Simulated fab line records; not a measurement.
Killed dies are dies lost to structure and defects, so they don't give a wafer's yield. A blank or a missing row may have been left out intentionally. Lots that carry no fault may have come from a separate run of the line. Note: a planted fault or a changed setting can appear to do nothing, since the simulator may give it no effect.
fab line records | flow n5Finfet
record lots=7 wafers=21
route steps=1938 shown BEOL_M7@1309 BEOL_M8@1368 BEOL_M9@1440 BEOL_M10@1499 BEOL_M11@1579 BEOL_M12@1602
startH: the number of hours between the record's first day and the start of the first shown wafer of the lot | waitH: hours elapsed since this lot's preceding step | " as in the row above | L1.1+2: one row covering several wafers at once | - no value, or no start was given | * or withheld: withheld | < > ~ a bound
route shown NAME@n: NAME is a module with steps in the file, n the number in the route of the first one | usual: mean and standard deviation over wafers with no fault | same: alike in all rows | chamber/n: place in a boat | sites: each site's reading | _std_site: the values' standard deviation | _edge_site: the outer-site mean with the inner-site mean subtracted | radiusMm: for every site, how far away it sits from the centre of the wafer | mask NAME#n: copy n | behind: the tool/chamber that last shaped the wafer | hold: why the lot went on hold/how many hours it stayed there/how the hold came to an end | device: the transistor (n, p or np) that didn't switch | end of line: tests run on the same wafers once the route is complete | step lacking rows: just its recipe | killed: dies that structure and defects cost at the first sort, which is not the same as the wafer's yield | map: a wafer's dies, x killed, . not, _ none there
set.NAME: the setting the step ran with; set.NAME@STEP: the setting that earlier step ran with | model.NAME: the simulator's own value behind a step, which no gauge read
lots run with intentionally changed settings; tables by step, rows by wafer
## steps
# step N5_BEOL_M7_ETCH_41
# recipe chemistry=CH3F/O2 target=SiCN targetDepthA=319 taperDeg=2 timeS=57.8 ionEnergyEv=120 maskMaterial=TiN pressureMtorr=30 sourceW=395 biasW=75 Ar_flow_sccm=150 CH3F_flow_sccm=30 O2_flow_sccm=20
# usual rfVppV=297.6/2
# columns lot.wafer tool chamber startH waitH set.sourceW rfVppV
L077.1 rieDiel-02 3 - - 444.4 285.2
L077.5 " 0 " " 395 296.6
L077.6 " 1 " " 395 297.1
L084.2 rieDiel-04 2 - - 395 300.1
L084.5 " 0 " " 430.5 291.7
L084.6 " 2 " " 395 298.9
L086.2 rieDiel-05 1 - - 395 295.0
L086.5 " 3 " " 395 300.0
L086.6 " 0 " " 395 299.7
L087.1 rieDiel-05 3 - - 360.4 308.3
L087.3 " 0 " " 395 298.9
L087.4 " 2 " " 360.4 305.1
L090.1 rieDiel-05 1 - - 432.5 288.0
L090.3 " 0 " " 395 298.4
L090.4 " 2 " " 395 295.2
L094.2 rieDiel-05 1 - - 395 296.0
L094.4 " 2 " " 395 293.9
L094.5 " 3 " " 395 300.2
L096.2 rieDiel-02 3 - - 395 295.5
L096.5 " 0 " " 365.1 305.0
L096.6 " 1 " " 395 296.2
# step N5_BEOL_M8_DESCUM_33
# recipe chemistry=O2 timeS=7 sourcePowerW=50 biasPowerW=20 pressureMtorr=20 rfFrequencyHz=2.712e+07 tempC=40 resist=CAR-EUV o2FlowSccm=225
# columns lot.wafer tool chamber startH waitH set.timeS model.CAR-EUV_of_BEOL_M8_COAT_22.thkNm
L077.1+6 rieDiel-03 2,0 246.03 0.4 7 26.2
L077.5 " 1 " " 7 26
L084.2+5 rieDiel-06 3,1 287.39 0.0 7 26.2
L084.6 " 0 " " 7 26
L086.2+5 rieDiel-03 1,2 306.04 0.2 7 26
L086.6 " 3 " " 7 26.2
L087.1 rieDiel-06 3 309.69 0.1 7 26.2
L087.3+4 " 0,1 " " 8.108 25.6
L090.1+3 rieDiel-06 0,2 325.58 0.9 5.906 26.6
L090.4 " 1 " " 7 26
L094.2+4 rieDiel-06 0,3 337.43 0.3 6.37 26.4
L094.5 " 2 " " 7 26
L096.2+5 rieDiel-03 0 366.31 0.4 5.548 26.8
L096.6 " 3 " " 5.548 27
# step N5_BEOL_M8_ETCH_72
# recipe chemistry=N2/H2 target=underlayer targetDepthA=65 maskMaterial=CAR-EUV timeS=5.2 ionEnergyEv=200 pressureMtorr=30 sourceW=840 biasW=150 n2FlowSccm=200 h2FlowSccm=200 ends=cleared
# columns lot.wafer tool chamber startH waitH set.timeS@BEOL_M8_DESCUM_33 model.CAR-EUV_of_BEOL_M8_COAT_22.thkNm
L077.1+6 rieDiel-03 2,0 246.07 0.0 7 20.4
L077.5 " 1 " " 7 20.2
L084.2 rieDiel-06 3 287.42 0.0 7 20.6
L084.5+6 " 1,0 " " 7 20.4
L086.2 rieDiel-03 1 306.07 0.0 7 20.2
L086.5+6 " 2,3 " " 7 20.4
L087.1 rieDiel-06 3 309.72 0.0 7 20.4
L087.3+4 " 0,1 " " 8.108 19.8
L090.1+3 rieDiel-06 0,2 325.61 0.0 5.906 20.8
L090.4 " 1 " " 7 20.4
L094.2+4 rieDiel-06 0,3 337.46 0.0 6.37 20.6
L094.5 " 2 " " 7 20.2
L096.2 rieDiel-03 0 366.34 0.0 5.548 21
L096.5+6 " 0,3 " " 5.548 21.2
# step N5_BEOL_M8_TRENCH_ETCH_37
# recipe chemistry=C4F6/O2 targetDepthA=934.78 target=SiCOH_lowk timeS=31.2 ionEnergyEv=250 pressureMtorr=30 sourceW=345 biasW=185 Ar_flow_sccm=300 C4F6_flow_sccm=10 O2_flow_sccm=10
# usual rfVppV=669/9.1
# columns lot.wafer tool chamber startH waitH set.biasW rfVppV
L077.1 rieDiel-03 2 - - 185 675
L077.5 " 1 " " 185 661
L077.6 " 0 " " 185 668
L084.2 rieDiel-06 3 - - 185 663
L084.5 " 1 " " 185 652
L084.6 " 0 " " 185 678
L086.2 rieDiel-03 1 - - 185 662
L086.5 " 2 " " 185 676
L086.6 " 3 " " 185 679
L087.1 rieDiel-06 3 - - 213.2 739
L087.3 " 0 " " 185 680
L087.4 " 1 " " 185 653
L090.1 rieDiel-06 0 - - 185 676
L090.3 " 2 " " 194.2 707
L090.4 " 1 " " 194.2 678
L094.2 rieDiel-06 0 - - 213.6 759
L094.4 " 3 " " 213.6 741
L094.5 " 2 " " 185 679
L096.2 rieDiel-03 0 - - 185 669
L096.5 " 0 " " 185 670
L096.6 " 3 " " 185 677
# step N5_BEOL_M9_ETCH_66
# recipe chemistry=N2/H2 target=SOC targetDepthA=800 overetchA=160 maskMaterial=SiARC tempC=40 timeS=120 ionEnergyEv=200 pressureMtorr=30 sourceW=840 biasW=150 n2FlowSccm=200 h2FlowSccm=200
# usual rfVppV=524/3.2
# columns lot.wafer tool chamber startH waitH set.biasW rfVppV model.SiARC_of_BEOL_M9_COAT_64.thkNm
L077.1 rieDiel-02 2 253.58 0.0 163.4 558 5.8
L077.5 " 1 " " 150 523 6
L077.6 " 0 " " 163.4 553 5.6
L084.2 rieDiel-05 2 296.77 0.0 124.4 463 7.8
L084.5 " 1 " " 124.4 464 8
L084.6 " 2 " " 150 521 6.4
L086.2 rieDiel-02 0 316.66 0.0 150 522 6.4
L086.5 " 3 " " 150 521 6.2
L086.6 " 2 " " 150 528 6.2
L087.1 rieDiel-05 0 319.23 0.0 150 530 6.2
L087.3 " 3 " " 150 528 6.4
L087.4 " 1 " " 174.5 575 5.6
L090.1 rieDiel-05 1 334.92 0.0 123.6 462 8
L090.3 " 2 " " 150 522 6.4
L090.4 " 3 " " 123.6 467 7.6
L094.2 rieDiel-05 3 348.78 0.0 150 528 6.4
L094.4 " 1 " " 150 522 6.8
L094.5 " 2 " " 150 521 6.6
L096.2 rieDiel-02 1 372.88 0.0 138.6 497 6.6
L096.5 " 1 " " 138.6 498 6.6
L096.6 " 3 " " 150 521 6.2
# step N5_BEOL_M9_TRENCH_ETCH_37
# recipe chemistry=C4F6/O2 targetDepthA=1514.3 target=SiCOH_lowk timeS=49 ionEnergyEv=250 pressureMtorr=30 sourceW=345 biasW=185 Ar_flow_sccm=300 C4F6_flow_sccm=10 O2_flow_sccm=10
# usual rfVppV=671/11
# columns lot.wafer tool chamber startH waitH set.biasW rfVppV model.TiN_of_BEOL_M9_HM_DEP_02.thkNm
L077.1 rieDiel-02 2 - - 207.8 744 15.2
L077.5 " 1 " " 185 672 16
L077.6 " 0 " " 185 674 16
L084.2 rieDiel-05 2 - - 152.1 562 16.2
L084.5 " 1 " " 152.1 570 16.4
L084.6 " 2 " " 152.1 561 16.4
L086.2 rieDiel-02 0 - - 185 674 15.8
L086.5 " 3 " " 185 667 15.6
L086.6 " 2 " " 185 678 16
L087.1 rieDiel-05 0 - - 185 696 15.6
L087.3 " 3 " " 213 746 15.2
L087.4 " 1 " " 185 668 15.6
L090.1 rieDiel-05 1 - - 165.6 609 16.4
L090.3 " 2 " " 185 656 16
L090.4 " 3 " " 165.6 611 16.4
L094.2 rieDiel-05 3 - - 202.3 715 15.4
L094.4 " 1 " " 185 666 15.8
L094.5 " 2 " " 185 656 15.6
L096.2 rieDiel-02 1 - - 185 671 15.2
L096.5 " 1 " " 159.3 597 15.8
L096.6 " 3 " " 159.3 594 15.8
# step N5_BEOL_M10_EXPOSE_25
# recipe maskId=V9 na=1.35 sourceShape=annular sigmaInner=0.5 sigmaOuter=0.8 polarization=unpolarized doseMj=85.5
# columns lot.wafer tool chamber startH waitH mask set.doseMj
L077.1+6 arfiScanner-01 0 260.92 - V9#0 85.5
L077.5 " 0 " " V9#0 82.17
L084.2 arfiScanner-01 0 305.53 - V9#0 90.37
L084.5+6 " 0 " " V9#0 85.5
L086.2+5+6 arfiScanner-02 0 324.25 - V9#0 85.5
L087.1+3+4 arfiScanner-03 0 324.41 - V9#0 85.5
L090.1+4 arfiScanner-03 0 343.51 - V9#0 85.5
L090.3 " 0 " " V9#0 90.69
L094.2+4 arfiScanner-03 0 356.00 - V9#0 85.5
L094.5 " 0 " " V9#0 88.67
L096.2 arfiScanner-01 0 380.02 - V9#0 89.34
L096.5+6 " 0 " " V9#0 85.5
# step N5_BEOL_M10_PEB_26
# recipe pebTempC=withheld pebTimeS=60 resist=CAR-ArF
# step N5_BEOL_M10_DEVELOP_27
# recipe developTimeS=30 developer=TMAH resist=CAR-ArF rinseLiquid=diw dry=airSpin devTempC=23
# step N5_BEOL_M10_CD_MEAS_28
# recipe targetCdNm=70 landingEnergyEv=500 detector=seInlens polarity=opening
# usual cdNm=70.3/1
# columns lot.wafer tool chamber startH waitH set.doseMj@BEOL_M10_EXPOSE_25 cdNm
L077.1 cdSem-02 0 261.05 - 85.5 70.6
L077.5 " 0 " " 82.17 68.0
L077.6 " 0 " " 85.5 71.0
L084.2 cdSem-02 0 305.66 - 90.37 75.6
L084.5 " 0 " " 85.5 69.5
L084.6 " 0 " " 85.5 71.5
L086.2 cdSem-03 0 324.38 - 85.5 69.9
L086.5 " 0 " " 85.5 69.9
L086.6 " 0 " " 85.5 70.3
L087.1 cdSem-01 0 324.54 - 85.5 71.7
L087.3 " 0 " " 85.5 70.1
L087.4 " 0 " " 85.5 70.8
L090.1 cdSem-02 0 343.65 - 85.5 70.5
L090.3 " 0 " " 90.69 75.6
L090.4 " 0 " " 85.5 71.5
L094.2 cdSem-01 0 356.13 - 85.5 71.3
L094.4 " 0 " " 85.5 70.8
L094.5 " 0 " " 88.67 73.1
L096.2 cdSem-02 0 380.14 - 89.34 74.1
L096.5 " 0 " " 85.5 70.2
L096.6 " 0 " " 85.5 69.4
# step N5_BEOL_M11_ETCH_41
# recipe chemistry=CH3F/O2 target=SiCN targetDepthA=426 taperDeg=2 timeS=86 ionEnergyEv=120 maskMaterial=TiN pressureMtorr=30 sourceW=395 biasW=75 Ar_flow_sccm=150 CH3F_flow_sccm=30 O2_flow_sccm=20
# columns lot.wafer tool chamber startH waitH set.timeS model.etch.depthNm
L077.1 rieDiel-02 2 - - 69.95 26.81
L077.5 " 1 " " 69.95 27.66
L077.6 " 0 " " 69.95 26.55
L084.2 rieDiel-04 3 - - 86 32.14
L084.5 " 1 " " 86 32.45
L084.6 " 0 " " 103.5 39.42
L086.2 rieDiel-05 1 - - 86 31.53
L086.5 " 1 " " 86 31.56
L086.6 " 0 " " 86 32.88
L087.1 rieDiel-04 0 - - 86 33.31
L087.3+4 " 2,3 " " 86 32.44
L090.1 rieDiel-05 0 - - 86 32.68
L090.3 " 3 " " 78.12 29.73
L090.4 " 2 " " 78.12 29.74
L094.2 rieDiel-05 0 - - 86 33.29
L094.4 " 2 " " 86 32.63
L094.5 " 3 " " 86 33.05
L096.2 rieDiel-05 2 - - 92.9 35.38
L096.5 " 3 " " 86 33.55
L096.6 " 2 " " 92.9 35.13
# step N5_BEOL_M12_ILD_DEP_00
# recipe material=SiOC targetThkA=6589.2 tempC=350 precursor=DEMS/O2 pressureTorr=5 rfW=500 timeS=130.7
# columns lot.wafer tool chamber startH waitH set.timeS model.SiOC_of_BEOL_M12_ILD_DEP_00.thkNm
L077.1 pecvd-02 1 273.90 0.0 130.7 659.8
L077.5 " 1 " " 124.2 640.6
L077.6 " 0 " " 124.2 631
L084.2 pecvd-03 2 319.53 0.0 118.4 595
L084.5 " 2 " " 130.7 671.8
L084.6 " 1 " " 118.4 611.8
L086.2 pecvd-03 1 337.47 0.0 130.7 661
L086.5 " 1 " " 130.7 669.8
L086.6 " 0 " " 130.7 664.2
L087.1 pecvd-02 1 337.89 0.0 135.7 679
L087.3 " 2 " " 130.7 638.2
L087.4 " 2 " " 130.7 646.4
L090.1 pecvd-03 1 356.16 0.0 130.7 651.6
L090.3 " 2 " " 120.8 609
L090.4 " 0 " " 130.7 664.6
L094.2 pecvd-03 1 368.00 0.0 139 689.6
L094.4 " 1 " " 130.7 657.2
L094.5 " 2 " " 130.7 656
L096.2 pecvd-02 1 392.58 0.0 130.7 665.2
L096.5 " 2 " " 115.3 587.4
L096.6 " 0 " " 115.3 584.4
# step N5_BEOL_M12_THK_MEAS_01
# recipe reads=SiOC_of_BEOL_M12_ILD_DEP_00
# usual M12_ILD_THK=659/8.1
# columns lot.wafer tool chamber startH waitH set.timeS@BEOL_M12_ILD_DEP_00 M12_ILD_THK[nm]
L077.1 filmMetro-01 - 274.08 0.1 130.7 660
L077.5 " - " " 124.2 641
L077.6 " - " " 124.2 631
L084.2 filmMetro-02 - 319.66 0.1 118.4 594
L084.5 " - " " 130.7 672
L084.6 " - " " 118.4 612
L086.2 filmMetro-01 - 337.60 0.1 130.7 661
L086.5 " - " " 130.7 670
L086.6 " - " " 130.7 664
L087.1 filmMetro-01 - 338.02 0.1 135.7 680
L087.3 " - " " 130.7 638
L087.4 " - " " 130.7 646
L090.1 filmMetro-01 - 356.31 0.1 130.7 652
L090.3 " - " " 120.8 609
L090.4 " - " " 130.7 664
L094.2 filmMetro-02 - 368.13 0.1 139 690
L094.4 " - " " 130.7 657
L094.5 " - " " 130.7 656
L096.2 filmMetro-02 - 392.71 0.1 130.7 666
L096.5 " - " " 115.3 588
L096.6 " - " " 115.3 585
# step N5_BEOL_M12_COAT_04
# recipe spinRpm=1625 resistThkNm=400
# columns lot.wafer tool chamber startH waitH set.spinRpm model.coat_of_BEOL_M12_COAT_04.thkNm
L077.1 lithoTrack-03 0 - - 1625 400.6
L077.5 " 0 " " 1625 400
L077.6 " 0 " " 1572 407.2
L084.2 lithoTrack-03 0 - - 1625 399.6
L084.5 " 0 " " 1625 400.4
L084.6 " 0 " " 1625 400.6
L086.2 lithoTrack-04 0 - - 1625 401
L086.5 " 0 " " 1625 399.4
L086.6 " 0 " " 1625 398.4
L087.1 lithoTrack-04 0 - - 1689 394.2
L087.3 " 0 " " 1625 400
L087.4 " 0 " " 1625 400.2
L090.1 lithoTrack-01 0 - - 1625 399.8
L090.3 " 0 " " 1625 400.4
L090.4 " 0 " " 1718 388
L094.2 lithoTrack-04 0 - - 1625 399.2
L094.4 " 0 " " 1625 400
L094.5 " 0 " " 1625 398.8
L096.2 lithoTrack-01 0 - - 1737 389
L096.5 " 0 " " 1625 402.4
L096.6 " 0 " " 1625 401.8
# step N5_BEOL_M12_EBR_06
# recipe solvent=PGMEA ebrWidthMm=1.5
# step N5_BEOL_M12_SOFTBAKE_05
# recipe tempC=130 timeS=60
# step N5_BEOL_M12_DESCUM_15
# recipe chemistry=O2 timeS=7.9 sourcePowerW=50 biasPowerW=20 pressureMtorr=20 rfFrequencyHz=2.712e+07 tempC=40 o2FlowSccm=225
# step N5_BEOL_M12_ETCH_59
# recipe chemistry=N2/H2 target=BARC targetDepthA=890 overetchA=267 timeS=67.9 ionEnergyEv=200 pressureMtorr=30 sourceW=840 biasW=150 n2FlowSccm=200 h2FlowSccm=200
# step N5_BEOL_M12_VIA_ETCH_16
# recipe chemistry=C4F8/O2/Ar target=SiOC pressureMtorr=30 sourceW=3000 biasW=700 Ar_flow_sccm=400 C4F8_flow_sccm=15 O2_flow_sccm=8 heInnerTorr=15 heOuterTorr=30 targetDepthA=7248 timeS=withheld ionEnergyEv=250 ends=cleared
# columns lot.wafer tool chamber startH waitH set.timeS@BEOL_M12_ILD_DEP_00 set.spinRpm@BEOL_M12_COAT_04 model.etch.depthNm model.coat_of_BEOL_M12_COAT_04.thkNm
L077.1 rieDiel-03 2 274.68 0.0 * 1625 659.8 123.6
L077.5 " 1 " " * 1625 640.7 125.2
L077.6 " 2 " " * 1572 631.1 138.2
L084.2 rieDiel-06 0 320.26 0.0 * 1625 595 144.8
L084.5 " 2 " " * 1625 671.9 120.4
L084.6 " 3 " " * 1625 611.8 138.4
L086.2 rieDiel-01 2 338.21 0.0 * 1625 661.1 124.4
L086.5 " 2 " " * 1625 669.8 120.2
L086.6 " 1 " " * 1625 664.3 118
L087.1 rieDiel-01 2 338.63 0.0 * 1689 679 112.8
L087.3 " 1 " " * 1625 638.3 127.6
L087.4 " 1 " " * 1625 646.5 126
L090.1 rieDiel-03 2 356.79 0.0 * 1625 651.7 126
L090.3 " 1 " " * 1625 609 135.4
L090.4 " 3 " " * 1718 664.6 112.8
L094.2 rieDiel-01 0 368.79 0.0 * 1625 689.7 115.4
L094.4 " 1 " " * 1625 657.2 121.6
L094.5 " 2 " " * 1625 655.9 123.6
L096.2 rieDiel-03 1 393.40 0.0 * 1737 665.1 108.2
L096.5 " 3 " " * 1625 587.4 150.2
L096.6 " 2 " " * 1625 584.5 147.8
# step N5_BEOL_M12_STRIP_63
# recipe chemistry=N2/H2 powerW=1000 tempC=250 h2Frac=0.65 overashFraction=0.3 pressureMtorr=1000 n2FlowSccm=1750 h2FlowSccm=3250
# usual stripTimeToEndpointS=42.8/0.78
# columns lot.wafer tool chamber startH waitH set.timeS@BEOL_M12_ILD_DEP_00 set.spinRpm@BEOL_M12_COAT_04 stripTimeToEndpointS
L077.1 plasmaAsher-02 0 274.88 - 130.7 1625 42.7
L077.5 " 0 " " 124.2 1625 43.1
L077.6 " 1 " " 124.2 1572 46.6
L084.2 plasmaAsher-01 0 320.46 - 118.4 1625 48.3
L084.5 " 0 " " 130.7 1625 41.8
L084.6 " 1 " " 118.4 1625 46.6
L086.2 plasmaAsher-01 1 338.41 - 130.7 1625 42.9
L086.5 " 1 " " 130.7 1625 41.7
L086.6 " 0 " " 130.7 1625 41.1
L087.1 plasmaAsher-01 0 338.83 - 135.7 1689 39.7
L087.3 " 1 " " 130.7 1625 43.7
L087.4 " 0 " " 130.7 1625 43.3
L090.1 plasmaAsher-02 0 356.99 - 130.7 1625 43.3
L090.3 " 1 " " 120.8 1625 45.8
L090.4 " 0 " " 130.7 1718 39.8
L094.2 plasmaAsher-02 1 368.99 - 139 1625 40.4
L094.4 " 1 " " 130.7 1625 42.1
L094.5 " 0 " " 130.7 1625 42.6
L096.2 plasmaAsher-02 1 393.60 - 130.7 1737 38.5
L096.5 " 1 " " 115.3 1625 49.7
L096.6 " 0 " " 115.3 1625 49.1
# step N5_BEOL_M12_STRIP_64
# recipe chemistry=N2/H2 powerW=1000 tempC=250 h2Frac=0.65 overashFraction=0.3 pressureMtorr=withheld n2FlowSccm=1750 h2FlowSccm=3250
# step N5_BEOL_M12_STRIP_71
# recipe chemistry=postEtchResidueRemover timeS=60 tempC=25 removerPh=withheld removerWaterWtPct=withheld removerFluorideWtPct=withheld
# step N5_BEOL_M12_STRIP_37
# recipe chemistry=N2/H2 powerW=1000 tempC=250 h2Frac=0.65 overashFraction=0.3 pressureMtorr=withheld n2FlowSccm=1750 h2FlowSccm=3250
# step N5_BEOL_M12_ETCH_38
# recipe chemistry=CF4/N2 target=SiCN targetDepthA=687 taperDeg=2 timeS=73.4 ionEnergyEv=150 maskMaterial=SiO2 pressureMtorr=40 sourceW=430 biasW=70 Ar_flow_sccm=100 cf4FlowSccm=60 n2FlowSccm=60
# columns lot.wafer tool chamber startH waitH set.timeS@BEOL_M12_ILD_DEP_00 model.SiOC_of_BEOL_M12_ILD_DEP_00.thkNm
L077.1 rieDiel-06 0 278.03 - 130.7 612
L077.5 " 0 " " 124.2 593.4
L077.6 " 1 " " 124.2 582.4
L084.2 rieDiel-01 3 322.16 - 118.4 545.8
L084.5 " 1 " " 130.7 621.6
L084.6 " 0 " " 118.4 564.6
L086.2 rieDiel-03 0 340.13 - 130.7 612.4
L086.5 " 0 " " 130.7 621.2
L086.6 " 3 " " 130.7 616.8
L087.1 rieDiel-01 0 340.71 - 135.7 632
L087.3 " 2 " " 130.7 590.6
L087.4 " 2 " " 130.7 599.2
L090.1 rieDiel-06 2 358.54 - 130.7 602.2
L090.3 " 1 " " 120.8 559.4
L090.4 " 0 " " 130.7 616
L094.2 rieDiel-06 3 370.92 - 139 640.4
L094.4 " 0 " " 130.7 609
L094.5 " 0 " " 130.7 608
L096.2 rieDiel-03 0 399.20 - 130.7 615.8
L096.5 " 3 " " 115.3 540.4
L096.6 " 2 " " 115.3 535.8
## key
split step=N5_BEOL_M7_ETCH_41 setting=sourceW stated=395 by=wafer
response step=N5_BEOL_M7_ETCH_41 reading=rfVppV change=-0.948 per=1% r=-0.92
split step=N5_BEOL_M8_DESCUM_33 setting=timeS stated=7 by=wafer
response step=N5_BEOL_M8_DESCUM_33 reading=model.CAR-EUV_of_BEOL_M8_COAT_22.thkNm change=-0.039 per=1% r=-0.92
response step=N5_BEOL_M8_ETCH_72 reading=model.CAR-EUV_of_BEOL_M8_COAT_22.thkNm change=-0.0336 per=1% r=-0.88
split step=N5_BEOL_M8_TRENCH_ETCH_37 setting=biasW stated=185 by=wafer
response step=N5_BEOL_M8_TRENCH_ETCH_37 reading=rfVppV change=+4.61 per=1% r=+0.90
split step=N5_BEOL_M9_ETCH_66 setting=biasW stated=150 by=wafer
response step=N5_BEOL_M9_ETCH_66 reading=rfVppV change=+3.2 per=1% r=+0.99
response step=N5_BEOL_M9_ETCH_66 reading=model.SiARC_of_BEOL_M9_COAT_64.thkNm change=-0.067 per=1% r=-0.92
split step=N5_BEOL_M9_TRENCH_ETCH_37 setting=biasW stated=185 by=wafer
response step=N5_BEOL_M9_TRENCH_ETCH_37 reading=rfVppV change=+5.03 per=1% r=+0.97
response step=N5_BEOL_M9_TRENCH_ETCH_37 reading=model.TiN_of_BEOL_M9_HM_DEP_02.thkNm change=-0.0405 per=1% r=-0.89
split step=N5_BEOL_M10_EXPOSE_25 setting=doseMj stated=85.5 by=wafer
response step=N5_BEOL_M10_CD_MEAS_28 reading=cdNm change=+0.803 per=1% r=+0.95
split step=N5_BEOL_M11_ETCH_41 setting=timeS stated=86 by=wafer
response step=N5_BEOL_M11_ETCH_41 reading=model.etch.depthNm change=+0.33 per=1% r=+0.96
split step=N5_BEOL_M12_ILD_DEP_00 setting=timeS stated=130.7 by=wafer
response step=N5_BEOL_M12_ILD_DEP_00 reading=model.SiOC_of_BEOL_M12_ILD_DEP_00.thkNm change=+6.64 per=1% r=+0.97
response step=N5_BEOL_M12_THK_MEAS_01 reading=M12_ILD_THK change=+6.67 per=1% r=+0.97
response step=N5_BEOL_M12_VIA_ETCH_16 reading=model.etch.depthNm change=+6.64 per=1% r=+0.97
response step=N5_BEOL_M12_VIA_ETCH_16 reading=model.coat_of_BEOL_M12_COAT_04.thkNm change=-2.58 per=1% r=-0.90
response step=N5_BEOL_M12_STRIP_63 reading=stripTimeToEndpointS change=* per=1% r=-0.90
response step=N5_BEOL_M12_ETCH_38 reading=model.SiOC_of_BEOL_M12_ILD_DEP_00.thkNm change=+6.53 per=1% r=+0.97
split step=N5_BEOL_M12_COAT_04 setting=spinRpm stated=1625 by=wafer
response step=N5_BEOL_M12_COAT_04 reading=model.coat_of_BEOL_M12_COAT_04.thkNm change=-1.93 per=1% r=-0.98
response step=N5_BEOL_M12_VIA_ETCH_16 reading=model.coat_of_BEOL_M12_COAT_04.thkNm change=-4.55 per=1% r=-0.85
response step=N5_BEOL_M12_STRIP_63 reading=stripTimeToEndpointS change=* per=1% r=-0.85
